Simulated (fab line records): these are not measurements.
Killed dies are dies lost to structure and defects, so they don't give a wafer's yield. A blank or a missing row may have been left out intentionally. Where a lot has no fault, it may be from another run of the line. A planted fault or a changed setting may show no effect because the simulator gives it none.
Chamber matching || flow n5-finfet || N5_HKMG_FIN_ETCH_54 on rie-diel-01: 4 sister chambers
The step etches SiARC in CF4, target depth 45.5 nm, time 75.8 s. 18 wafers are shown with their chamber, then 9 later ones without.

EACH WAFER AND ITS CHAMBER
{"wafer": "L076.1", "chamber": 1, "showerhead-plenum-p-Torr (Torr)": 2.21, "throttle-valve-pct (%)": 15.78, "drypump-motor-current-A (A)": 5.2}
{"wafer": "L076.3", "chamber": 0, "showerhead-plenum-p-Torr (Torr)": 2.12, "throttle-valve-pct (%)": 15.90, "drypump-motor-current-A (A)": 5.5}
{"wafer": "L076.6", "chamber": 0, "showerhead-plenum-p-Torr (Torr)": 2.12, "throttle-valve-pct (%)": 15.92, "drypump-motor-current-A (A)": 5.4}
{"wafer": "L079.1", "chamber": 0, "showerhead-plenum-p-Torr (Torr)": 2.12, "throttle-valve-pct (%)": 15.91, "drypump-motor-current-A (A)": 5.5}
{"wafer": "L079.4", "chamber": 3, "showerhead-plenum-p-Torr (Torr)": 2.19, "throttle-valve-pct (%)": 15.31, "drypump-motor-current-A (A)": 4.9}
{"wafer": "L079.6", "chamber": 2, "showerhead-plenum-p-Torr (Torr)": 2.04, "throttle-valve-pct (%)": 15.80, "drypump-motor-current-A (A)": 5.9}
{"wafer": "L081.1", "chamber": 3, "showerhead-plenum-p-Torr (Torr)": 2.19, "throttle-valve-pct (%)": 15.34, "drypump-motor-current-A (A)": 4.9}
{"wafer": "L081.3", "chamber": 2, "showerhead-plenum-p-Torr (Torr)": 2.04, "throttle-valve-pct (%)": 15.80, "drypump-motor-current-A (A)": 5.9}
{"wafer": "L081.6", "chamber": 3, "showerhead-plenum-p-Torr (Torr)": 2.19, "throttle-valve-pct (%)": 15.33, "drypump-motor-current-A (A)": 4.9}
{"wafer": "L084.1", "chamber": 1, "showerhead-plenum-p-Torr (Torr)": 2.20, "throttle-valve-pct (%)": 15.81, "drypump-motor-current-A (A)": 5.3}
{"wafer": "L084.5", "chamber": 2, "showerhead-plenum-p-Torr (Torr)": 2.04, "throttle-valve-pct (%)": 15.82, "drypump-motor-current-A (A)": 5.9}
{"wafer": "L084.6", "chamber": 1, "showerhead-plenum-p-Torr (Torr)": 2.20, "throttle-valve-pct (%)": 15.83, "drypump-motor-current-A (A)": 5.3}
{"wafer": "L085.1", "chamber": 2, "showerhead-plenum-p-Torr (Torr)": 2.04, "throttle-valve-pct (%)": 15.82, "drypump-motor-current-A (A)": 5.9}
{"wafer": "L085.4", "chamber": 1, "showerhead-plenum-p-Torr (Torr)": 2.20, "throttle-valve-pct (%)": 15.82, "drypump-motor-current-A (A)": 5.2}
{"wafer": "L085.5", "chamber": 2, "showerhead-plenum-p-Torr (Torr)": 2.04, "throttle-valve-pct (%)": 15.82, "drypump-motor-current-A (A)": 5.9}
{"wafer": "L086.1", "chamber": 1, "showerhead-plenum-p-Torr (Torr)": 2.20, "throttle-valve-pct (%)": 15.83, "drypump-motor-current-A (A)": 5.2}
{"wafer": "L086.2", "chamber": 3, "showerhead-plenum-p-Torr (Torr)": 2.19, "throttle-valve-pct (%)": 15.35, "drypump-motor-current-A (A)": 4.9}
{"wafer": "L086.4", "chamber": 1, "showerhead-plenum-p-Torr (Torr)": 2.20, "throttle-valve-pct (%)": 15.81, "drypump-motor-current-A (A)": 5.2}

SIGNATURES (means of the wafers above)
{"reading": "showerhead-plenum-p-Torr", "chamber 0": 2.1200, "chamber 1": 2.2017, "chamber 2": 2.0400, "chamber 3": 2.1900, "scatter within a chamber": 0.00244}
{"reading": "throttle-valve-pct", "chamber 0": 15.9100, "chamber 1": 15.8133, "chamber 2": 15.8120, "chamber 3": 15.3325, "scatter within a chamber": 0.0153}
{"reading": "drypump-motor-current-A", "chamber 0": 5.467, "chamber 1": 5.233, "chamber 2": 5.900, "chamber 3": 4.900, "scatter within a chamber": 0.0378}
Rule: for each reading, subtract the chamber's mean from the wafer's reading, divide by that reading's scatter and square the result; add these up over the readings and take the root, which gives the wafer's distance from the chamber. The wafer belongs to the nearest chamber; if the next one is less than 2 further off, it can't be placed. The scatter is the square root of a quotient: the sum, over the shown wafers, of each reading's squared deviation from its chamber's mean, divided by wafers minus chambers.

WAFERS WHOSE CHAMBER IS MISSING
{"wafer": "L090.4", "showerhead-plenum-p-Torr (Torr)": 2.11, "throttle-valve-pct (%)": 15.47, "drypump-motor-current-A (A)": 5.5}
{"wafer": "L090.5", "showerhead-plenum-p-Torr (Torr)": 2.03, "throttle-valve-pct (%)": 15.84, "drypump-motor-current-A (A)": 5.9}
{"wafer": "L090.6", "showerhead-plenum-p-Torr (Torr)": 2.18, "throttle-valve-pct (%)": 15.37, "drypump-motor-current-A (A)": 5.0}
{"wafer": "L092.4", "showerhead-plenum-p-Torr (Torr)": 2.20, "throttle-valve-pct (%)": 15.36, "drypump-motor-current-A (A)": 5.2}
{"wafer": "L092.5", "showerhead-plenum-p-Torr (Torr)": 2.11, "throttle-valve-pct (%)": 15.46, "drypump-motor-current-A (A)": 5.5}
{"wafer": "L092.6", "showerhead-plenum-p-Torr (Torr)": 2.18, "throttle-valve-pct (%)": 15.37, "drypump-motor-current-A (A)": 4.9}
{"wafer": "L094.1", "showerhead-plenum-p-Torr (Torr)": 2.20, "throttle-valve-pct (%)": 15.39, "drypump-motor-current-A (A)": 5.3}
{"wafer": "L094.2", "showerhead-plenum-p-Torr (Torr)": 2.03, "throttle-valve-pct (%)": 15.85, "drypump-motor-current-A (A)": 5.9}
{"wafer": "L094.3", "showerhead-plenum-p-Torr (Torr)": 2.18, "throttle-valve-pct (%)": 15.38, "drypump-motor-current-A (A)": 5.0}

THE CHAMBER EACH PASSED THROUGH
{"wafer": "L090.4", "from the rows above": 0, "in truth": 0}
{"wafer": "L090.5", "from the rows above": 2, "in truth": 2}
{"wafer": "L090.6", "from the rows above": 3, "in truth": 3}
{"wafer": "L092.4", "from the rows above": 3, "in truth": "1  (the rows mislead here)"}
{"wafer": "L092.5", "from the rows above": 0, "in truth": 0}
{"wafer": "L092.6", "from the rows above": 3, "in truth": 3}
{"wafer": "L094.1", "from the rows above": 3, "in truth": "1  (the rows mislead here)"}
{"wafer": "L094.2", "from the rows above": 2, "in truth": 2}
{"wafer": "L094.3", "from the rows above": 3, "in truth": 3}
Correctly placed: 7 of 9. Can't be placed from these rows: 0. 2 placed wrongly.
